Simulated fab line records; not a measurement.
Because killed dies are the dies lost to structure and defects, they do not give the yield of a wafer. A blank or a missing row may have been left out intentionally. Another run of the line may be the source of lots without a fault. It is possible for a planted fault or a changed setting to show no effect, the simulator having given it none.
fab line records	flow nand-harc
[record] lots = 13	wafers = 38	last-day = 33
route steps=1302 shown A_STAIRCASE@883 A_SGD_CUT@915 END@1302
lots that met no fault: from a run of the same line without faults
start-h: start of the lot's first displayed wafer, in hours after the record's first day	wait-h: hours elapsed since this lot's preceding step	" as in the row above	L1.1+2: several wafers, shown together as one row	- no value, or no start given	* or withheld: withheld	< > ~ a bound
route shown NAME@n: names a module that has steps shown in the file, with the first one's number in the route	usual: the fault-free wafers' mean and standard deviation	same: alike in all rows	chamber/n: place in a boat	sites: per-site readings	_std_site: the standard deviation of these	_edge_site: mean of outer sites minus mean of inner sites	radius-mm: for every site, how far away it sits from the centre of the wafer	mask NAME#n: copy n	behind: the most recent tool/chamber to have shaped the wafer	hold: reason for holding the lot/hours on hold/outcome of the hold	device: which transistor (n, p or np) failed to switch	end of line: the same wafers' tests at the end of the route	a step given without rows: its recipe and nothing more	killed: at the first sort, the dies lost to defects and structure; wafer yield is something else	map: dies across one wafer; x = killed, . = not, _ = none there
set.NAME: the setting as run; set.NAME@STEP: as run at that earlier step	model.NAME: the simulator's own value behind a step, which no gauge read
a sample of lots followed through the steps of the route, with each step as a table and each wafer as a row
services: when a tool's chamber went out of use (start-h, in hours from the record's first day, below 0 if earlier), for how many hours, and the reason
[[steps]]
[step NHARC_A_STAIRCASE_ETCHBACK_157]
[recipe] target-depth-a = 900	over-etch-frac = 0.3	time-s = 167.14	ion-energy-ev = 120	ch3f-flow-sccm = 50	o2-flow-sccm = 30	ar-flow-sccm = 200	rf-w = 500	bias-w = 100	chemistry = CH3F/O2
[usual] drypump-motor-current-A = 5.7/0.39	oes-product-au = 0.98/0.033	rf-vpp-V = 244.7/1.4	showerhead-plenum-p-Torr = 2.47/0.075	throttle-valve-pct = 20.664/0.0092
lot.wafer	tool	chamber	start-h	wait-h	drypump-motor-current-A	oes-product-au	rf-hours-counter-h	rf-vpp-V	showerhead-plenum-p-Torr	throttle-valve-pct
L415.2	rie-diel-05	3	463.95	0.1	5.5	0.99	20	244.1	2.43	20.649
L415.4	"	1	"	"	6.3	1.00	17	245.8	2.60	20.662
L415.5	"	0	"	"	5.7	1.00	-	243.8	2.37	20.660
L418.3	rie-diel-12	2	464.25	0.2	5.4	1.02	6	245.5	2.52	20.648
L418.1	"	3	"	"	5.1	1.01	6	243.2	2.49	20.670
L418.5	"	2	"	"	5.4	1.01	-	247.3	2.52	20.656
L419.4	rie-diel-06	0	464.54	0.3	6.0	0.92	50	244.1	2.47	20.667
L419.1	"	1	"	"	5.9	0.93	46	242.8	2.41	20.660
L419.5	"	0	"	"	6.1	0.93	-	245.3	2.47	20.648
L420.2	rie-diel-05	3	489.71	0.1	5.5	0.96	27	244.1	2.43	20.667
L420.1	"	1	"	"	6.3	0.96	25	245.7	2.60	20.644
L420.6	"	3	"	"	5.5	0.96	-	244.5	2.43	20.670
L422.2	rie-diel-12	2	517.69	0.2	5.4	1.01	24	244.9	2.51	20.665
L422.4	"	3	"	"	5.1	1.00	26	245.3	2.48	20.658
L422.1	"	1	"	"	6.2	1.04	25	245.6	2.44	20.670
L424.4	rie-diel-05	0	543.49	0.2	5.6	0.98	48	242.4	2.36	20.667
L424.2	"	2	"	"	5.7	0.99	39	245.7	2.62	20.655
L424.6	"	0	"	"	5.7	0.98	-	244.2	2.36	20.655
L423.1	rie-diel-05	1	543.75	0.1	6.3	0.95	47	246.0	2.59	20.689
L423.4	"	2	"	"	5.7	0.99	39	246.0	2.62	20.659
L423.3	"	0	"	"	5.7	0.98	48	242.2	2.36	20.662
L425.3	rie-diel-12	0	543.83	0.2	6.0	0.97	36	244.4	2.45	20.671
L425.6	"	1	"	"	6.3	1.00	-	243.8	2.44	20.657
L425.5	"	2	"	"	5.4	0.98	-	245.1	2.51	20.658
L426.3	rie-diel-12	3	556.47	0.2	5.1	0.93	37	244.6	2.48	20.674
L426.6	"	0	"	"	6.0	0.95	-	243.4	2.45	20.669
L426.5	"	1	"	"	6.3	0.95	-	244.6	2.43	20.662
L432.4	rie-diel-06	3	602.21	0.1	5.2	0.92	28	242.7	2.42	20.670
L432.1	"	0	"	"	6.0	0.94	33	244.7	2.45	20.680
L434.2	rie-diel-12	2	632.36	0.4	5.4	1.01	0	245.2	2.50	20.662
L434.1	"	1	"	"	6.3	1.01	0	242.3	2.43	20.676
L434.6	"	2	"	"	5.4	1.02	-	244.7	2.50	20.670
L436.3	rie-diel-06	2	635.03	0.2	5.3	0.99	50	246.9	2.48	20.670
L436.2	"	0	"	"	6.1	1.01	46	245.1	2.45	20.671
L436.5	"	1	"	"	5.9	1.01	-	243.3	2.38	20.653
L437.4	rie-diel-05	2	659.58	0.2	5.7	0.92	21	247.3	2.61	20.664
L437.3	"	3	"	"	5.5	0.92	19	243.8	2.40	20.657
L437.6	"	2	"	"	5.7	0.92	-	246.0	2.61	20.669
[step NHARC_A_STAIRCASE_DEP_471]
[recipe] target-thk-a = 1000	temp-c = 400	pressure-torr = 6.5	rf-w = 900	teos-flow-sccm = 161.4	flow-sccm = 2650	target-thk-nm = 100	gas = O2	material = SiO2
[usual] heater-power-w = 586/71	throttle-valve-pct = 15.6/0.7
lot.wafer	tool	chamber	start-h	wait-h	heater-power-w	throttle-valve-pct
L418.3	pecvd-04	2	464.70	-	703	15.2
L418.1	"	0	"	"	613	14.8
L418.5	"	2	"	"	725	15.5
L419.1	pecvd-04	2	464.87	-	709	15.1
L419.5	"	2	"	"	724	15.3
L419.4	"	1	"	"	588	14.3
L415.2	pecvd-01	1	464.90	-	596	15.8
L415.5	"	2	"	"	597	15.9
L415.4	"	0	"	"	556	17.1
L420.2	pecvd-01	0	489.97	-	503	16.7
L420.1	"	1	"	"	580	15.7
L420.6	"	0	"	"	512	17.1
L422.2	pecvd-01	1	517.98	-	547	15.2
L422.1	"	0	"	"	517	16.9
L422.4	"	1	"	"	560	15.1
L424.2	pecvd-01	2	543.81	-	573	16.2
L424.6	"	1	"	"	683	15.2
L424.4	"	2	"	"	583	15.9
L423.1	pecvd-03	0	544.04	-	618	15.9
L423.3	"	1	"	"	506	15.1
L423.4	"	2	"	"	497	15.2
L425.3	pecvd-04	1	544.12	-	670	14.5
L425.5	"	2	"	"	689	15.5
L425.6	"	0	"	"	625	14.8
L426.3	pecvd-04	1	556.75	-	610	14.7
L426.5	"	2	"	"	588	15.5
L426.6	"	1	"	"	640	14.3
L432.1	pecvd-03	1	602.55	-	600	14.9
L432.4	"	0	"	"	538	16.1
L434.1	pecvd-03	1	632.64	-	588	15.1
L434.2	"	2	"	"	522	15.4
L434.6	"	1	"	"	581	15.0
L436.3	pecvd-01	2	635.32	-	624	16.1
L436.2	"	0	"	"	530	16.9
L436.5	"	2	"	"	637	16.1
L437.3	pecvd-01	1	659.87	-	589	15.6
L437.6	"	1	"	"	598	15.5
L437.4	"	2	"	"	656	16.2
[step NHARC_A_STAIRCASE_CMP_472]
[recipe] material = SiO2
[usual] motor-current-A = 12.0/1	slurry-filter-dp-kPa = 13.52/0.12
lot.wafer	tool	chamber	start-h	wait-h	motor-current-A	slurry-filter-dp-kPa
L418.3	cmp-01	2	465.02	0.3	10.8	13.51
L418.1	"	3	"	"	11.5	13.52
L418.5	"	1	"	"	13.0	13.58
L415.2	cmp-03	0	465.16	0.2	13.3	13.56
L415.4	"	1	"	"	11.4	13.79
L415.5	"	2	"	"	12.1	13.53
L419.4	cmp-02	1	465.20	0.2	13.0	13.50
L419.1	"	2	"	"	11.2	13.52
L419.5	"	0	"	"	10.6	13.39
L420.1	cmp-01	3	490.24	0.2	11.4	13.38
L420.2	"	0	"	"	13.0	13.57
L420.6	"	0	"	"	12.6	13.47
L422.4	cmp-02	2	518.25	0.2	10.7	13.53
L422.2	"	3	"	"	13.6	13.33
L422.1	"	1	"	"	11.9	13.41
L424.4	cmp-02	1	544.03	0.1	12.3	13.47
L424.2	"	3	"	"	14.2	13.72
L424.6	"	2	"	"	11.6	13.49
L423.4	cmp-01	1	544.31	0.1	12.8	13.56
L423.3	"	3	"	"	11.9	13.46
L423.1	"	0	"	"	12.4	13.54
L425.3	cmp-03	1	544.38	0.2	11.1	13.49
L425.5	"	3	"	"	11.5	13.41
L425.6	"	0	"	"	13.0	13.27
L426.3	cmp-02	1	556.97	0.2	11.9	13.60
L426.5	"	1	"	"	11.9	13.43
L426.6	"	2	"	"	10.9	13.49
L432.1	cmp-03	3	602.79	0.2	10.7	13.55
L432.4	"	0	"	"	12.8	13.54
L434.2	cmp-03	3	632.91	0.2	11.4	13.55
L434.1	"	0	"	"	12.8	13.70
L434.6	"	3	"	"	10.8	13.73
L436.3	cmp-01	1	635.57	0.2	13.0	13.64
L436.2	"	2	"	"	11.4	13.41
L436.5	"	1	"	"	12.5	13.42
L437.4	cmp-01	0	660.14	0.1	12.4	13.65
L437.3	"	1	"	"	13.5	13.53
L437.6	"	1	"	"	12.8	13.57
[step NHARC_A_SGD_CUT_CMP_21]
[recipe] target-thk-nm = 148.19
[usual] motor-current-A = 12.6/1.3	slurry-filter-dp-kPa = 13.47/0.14	time-to-endpoint-s = 52/3.7
lot.wafer	tool	chamber	start-h	wait-h	motor-current-A	slurry-filter-dp-kPa	time-to-endpoint-s
L415.2	cmp-04	1	472.45	0.4	13.6	13.43	49
L415.4	"	2	"	"	13.2	13.37	43
L415.5	"	1	"	"	13.7	13.44	49
L419.1	cmp-03	1	472.45	0.4	11.1	13.59	56
L419.4	"	3	"	"	11.6	13.20	49
L419.5	"	0	"	"	13.3	13.48	52
L418.3	cmp-01	1	472.47	0.4	13.6	13.30	50
L418.1	"	2	"	"	11.1	13.26	50
L418.5	"	0	"	"	12.9	13.74	51
L420.1	cmp-04	3	500.46	0.4	13.8	13.41	50
L420.2	"	2	"	"	13.4	13.58	45
L420.6	"	0	"	"	14.5	13.57	51
L422.2	cmp-03	2	524.83	0.4	11.9	13.42	58
L422.4	"	3	"	"	10.8	13.32	49
L422.1	"	0	"	"	12.8	13.50	51
L424.4	cmp-03	2	553.45	0.4	12.6	13.51	54
L424.2	"	0	"	"	13.0	13.51	53
L424.6	"	2	"	"	12.4	13.28	53
L425.3	cmp-01	0	553.48	0.4	12.9	13.34	46
L425.5	"	2	"	"	11.1	13.52	46
L425.6	"	3	"	"	11.4	13.56	56
L423.3	cmp-04	0	553.54	0.5	15.7	13.60	52
L423.1	"	2	"	"	12.8	13.49	44
L423.4	"	3	"	"	14.4	13.34	51
L426.3	cmp-04	0	564.24	0.4	15.1	13.59	56
L426.5	"	0	"	"	14.5	13.41	57
L426.6	"	1	"	"	13.0	13.52	52
L432.1	cmp-03	3	609.86	0.4	11.1	13.52	25
L432.4	"	0	"	"	12.5	13.48	26
L436.3	cmp-04	0	640.90	0.4	15.2	13.73	57
L436.2	"	2	"	"	12.1	13.29	49
L436.5	"	1	"	"	13.7	13.31	53
L434.2	cmp-03	3	640.90	0.4	10.9	13.31	45
L434.1	"	0	"	"	12.7	13.38	27
L434.6	"	0	"	"	12.6	13.52	50
L437.4	cmp-04	1	669.68	0.4	14.2	13.53	53
L437.3	"	3	"	"	13.7	13.41	54
L437.6	"	0	"	"	15.4	13.46	59
[step NHARC_END_SORT_01]
[recipe] temp-c = 25
[usual] killed-at-array = 54/20	killed-at-other = 0.7/0.94	killed-at-periphery = 3.8/2.7	killed-dies = 59/20	killed-open = 3.5/1.9	killed-short = 2.5/1.6
[same] gross-dies = 677
lot.wafer	tool	chamber	start-h	wait-h	killed-at-array	killed-at-other	killed-at-periphery	killed-dies	killed-open	killed-short
L425.3	prober-01	0	675.57	3.1	40	1	10	51	4	2
L425.5	prober-01	0	677.18	3.7	38	5	12	55	6	4
L425.6	prober-01	0	677.98	4.0	44	1	11	56	5	0
L424.2	prober-02	0	679.18	2.8	63	0	7	70	5	4
L424.4	prober-02	0	680.79	3.4	75	0	4	79	2	8
L424.6	prober-02	0	682.40	4.0	67	2	3	72	5	0
L426.3	prober-02	0	691.36	3.1	87	0	6	93	4	4
L426.5	prober-02	0	692.94	3.7	75	1	6	82	4	5
L426.6	prober-02	0	693.74	4.0	84	0	2	86	5	4
// killed by level:class
L425.3 A_CHANNEL_HOLE_D2:chamber-film-flake=13 A_CHANNEL_HOLE_D1:chamber-film-flake=8 P_CONTACT:chamber-film-flake=6 A_STAIRCASE:chamber-film-flake=6 A_SLIT:chamber-film-flake=6 P_GATE:chamber-film-flake=2 P_CONTACT:geometric-particle:open=1 A_ONON_D1:geometric-particle:short=1
L425.5 A_CHANNEL_HOLE_D2:chamber-film-flake=14 P_GATE:chamber-film-flake=6 P_CONTACT:chamber-film-flake=5 THIN_TSV:chamber-film-flake=5 A_CHANNEL_HOLE_D1:chamber-film-flake=4 A_WL_FILL:chamber-film-flake=4 A_WL_FILL:geometric-particle:short=2 A_BLC:geometric-particle:open=2
L425.6 A_CHANNEL_HOLE_D2:chamber-film-flake=19 A_CHANNEL_HOLE_D1:chamber-film-flake=9 P_CONTACT:chamber-film-flake=7 A_STAIRCASE:chamber-film-flake=4 A_CHANNEL_HOLE_D2:geometric-particle:open=2 P_GATE:chamber-film-flake=2 A_CHANNEL_FILL_D2:chamber-film-flake=2 A_WL_FILL:chamber-film-flake=2
L424.2 A_SLIT:chamber-film-flake=27 A_CHANNEL_HOLE_D1:chamber-film-flake=18 A_CHANNEL_HOLE_D2:chamber-film-flake=5 A_CONTACT:chamber-film-flake=4 P_GATE:chamber-film-flake=3 P_GATE:geometric-particle:open=2 A_CHANNEL_HOLE_D2:geometric-particle:short=2 A_SOURCE_PLATE:geometric-particle:open=1
L424.4 A_SLIT:chamber-film-flake=32 A_CHANNEL_HOLE_D1:chamber-film-flake=15 A_CONTACT:chamber-film-flake=8 A_CHANNEL_HOLE_D2:chamber-film-flake=5 A_CHANNEL_FILL_D1:geometric-particle:short=3 A_STAIRCASE:chamber-film-flake=3 A_DECK1_JOINT:geometric-particle:short=2 P_GATE:chamber-film-flake=2
L424.6 A_SLIT:chamber-film-flake=31 A_CHANNEL_HOLE_D1:chamber-film-flake=14 A_CONTACT:chamber-film-flake=8 A_CHANNEL_HOLE_D2:chamber-film-flake=7 P_GATE:chamber-film-flake=2 A_WL_FILL:chamber-film-flake=2 P_M0:geometric-particle:open=1 A_CHANNEL_FILL_D1:geometric-particle:open=1
L426.3 A_SLIT:chamber-film-flake=34 A_CHANNEL_HOLE_D2:chamber-film-flake=21 A_CHANNEL_HOLE_D1:chamber-film-flake=17 A_CONTACT:chamber-film-flake=4 A_ONON_D1:geometric-particle:short=3 P_M1:chamber-film-flake=2 A_M0:chamber-film-flake=2 P_CONTACT:geometric-particle:open=1
L426.5 A_SLIT:chamber-film-flake=27 A_CHANNEL_HOLE_D1:chamber-film-flake=22 A_CHANNEL_HOLE_D2:chamber-film-flake=14 A_WL_FILL:chamber-film-flake=3 A_CONTACT:chamber-film-flake=3 P_M1:geometric-particle:short=2 P_GATE:geometric-particle:open=1 P_CONTACT:geometric-particle:open=1
L426.6 A_CHANNEL_HOLE_D1:chamber-film-flake=27 A_SLIT:chamber-film-flake=22 A_CHANNEL_HOLE_D2:chamber-film-flake=15 A_CONTACT:chamber-film-flake=6 A_M0:chamber-film-flake=3 A_CHANNEL_FILL_D2:geometric-particle:short=2 P_CONTACT:geometric-particle:open=1 A_CHANNEL_FILL_D1:geometric-particle:open=1
[[services]]
tool	chamber	start-h	hours	kind
rie-diel-12	-	446.24	9.0	pm
rie-diel-05	-	449.79	0.6	repair
cmp-03	-	456.06	4.0	pm
cmp-01	-	469.06	0.6	repair
rie-diel-05	0	470.51	4.5	repair
cmp-01	-	480.34	4.0	pm
cmp-04	-	487.46	0.9	repair
pecvd-01	-	492.31	13.0	pm
cmp-04	-	503.00	4.0	pm
rie-diel-05	2	504.00	8.9	repair
cmp-03	-	554.06	4.0	pm
rie-diel-05	0	561.94	66.9	repair
cmp-04	-	568.43	4.3	repair
cmp-01	-	578.34	4.0	pm
cmp-03	-	580.76	0.3	repair
rie-diel-05	-	583.72	9.0	pm
cmp-04	-	600.45	2.0	repair
cmp-04	-	602.49	4.0	pm
pecvd-01	-	608.61	1.6	repair
cmp-04	-	619.45	3.6	repair
cmp-03	-	621.33	0.8	repair
cmp-01	-	622.54	2.5	repair
cmp-03	-	652.06	4.0	pm
cmp-04	-	668.32	0.8	repair
[[key]]
[first-sign] step = NHARC_A_SGD_CUT_CMP_21	reading = time-to-endpoint-s	direction = down	sigmas = 6.9	usual = *	struck = *
effect none on later readings
met-at NHARC_A_SGD_CUT_CMP_21
struck-lots L432,L434
struck-wafers L432.1,L432.4,L434.1
sort-left-out L432.1,L432.4
tester-left-out L432,L434
not-acting-at NHARC_A_STAIRCASE_ETCHBACK_157,NHARC_A_STAIRCASE_DEP_471,NHARC_A_STAIRCASE_CMP_472
onset-between 553.45 609.86
[fault] kind = process-parameter-drift	tool = cmp-03	chamber = -	onset-h = 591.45	steps = NHARC_A_SGD_CUT_CMP_21	channel = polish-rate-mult	offset = 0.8	shape = step	end-h = 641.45	scope = struck-wafers-only
// tester-left-out: of these lots the tester's yield and bins aren't shown, on N5 and GAA mostly nor the transistor test; their killed dies are dies lost to structure and defects alone, not to doping, threshold or leakage, so they don't give the yield
// sort-left-out: the simulated sort isn't trusted on such a fault, so these wafers' sort isn't shown, and their yield isn't known
